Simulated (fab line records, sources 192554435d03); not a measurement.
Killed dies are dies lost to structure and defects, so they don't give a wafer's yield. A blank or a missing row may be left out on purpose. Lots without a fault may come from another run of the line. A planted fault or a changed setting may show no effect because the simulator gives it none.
Chamber matching | flow n5_finfet | N5_BEOL_M0_STRIP_140 on rie_diel-04: 4 sister chambers
The step strips in CF4. 8 wafers are shown with their chamber, then 9 later ones without.

WAFERS WITH THEIR CHAMBER
wafer  | chamber | drypump_motor_current_A (A) | throttle_valve_pct (%)
L075.2 | 3       | 5.4                         | 13.0
L075.6 | 3       | 5.3                         | 13.0
L079.1 | 0       | 5.6                         | 13.5
L079.3 | 1       | 5.2                         | 13.4
L082.4 | 1       | 5.2                         | 13.4
L093.1 | 2       | 5.8                         | 13.8
L093.4 | 0       | 5.6                         | 13.0
L093.6 | 2       | 5.7                         | 13.8

WAFERS WITHOUT THEIR CHAMBER
wafer  | drypump_motor_current_A (A) | throttle_valve_pct (%)
L094.2 | 5.6                         | 13.0
L094.4 | 5.4                         | 13.1
L094.5 | 5.6                         | 13.1
L096.1 | 5.6                         | 13.0
L096.4 | 5.2                         | 13.5
L096.5 | 5.2                         | 13.5
L097.1 | 5.8                         | 13.8
L097.5 | 5.6                         | 13.1
L097.6 | 5.4                         | 13.1

WHICH CHAMBER EACH WENT THROUGH
wafer  | from the rows above | in truth
L094.2 | 0                   | 0
L094.4 | 3                   | 3
L094.5 | 0                   | 0
L096.1 | 0                   | 0
L096.4 | 1                   | 1
L096.5 | 1                   | 1
L097.1 | 2                   | 2
L097.5 | 0                   | 0
L097.6 | 3                   | 3
Placed correctly: 9 of 9. Can't be placed from these rows: 0. Placed wrongly: 0.
How it was worked out, from the rows above alone: a wafer's distance from a chamber is the root of the sum, over the readings, of the square of ((its reading less the chamber's mean) divided by the reading's scatter). The wafer belongs to the nearest chamber; if the next one is less than 2 further off, it can't be placed. A chamber's mean is the mean of its shown wafers. The scatter: the root of (the sum of the squares of (reading less its chamber's mean) over the shown wafers, divided by (wafers less chambers)).
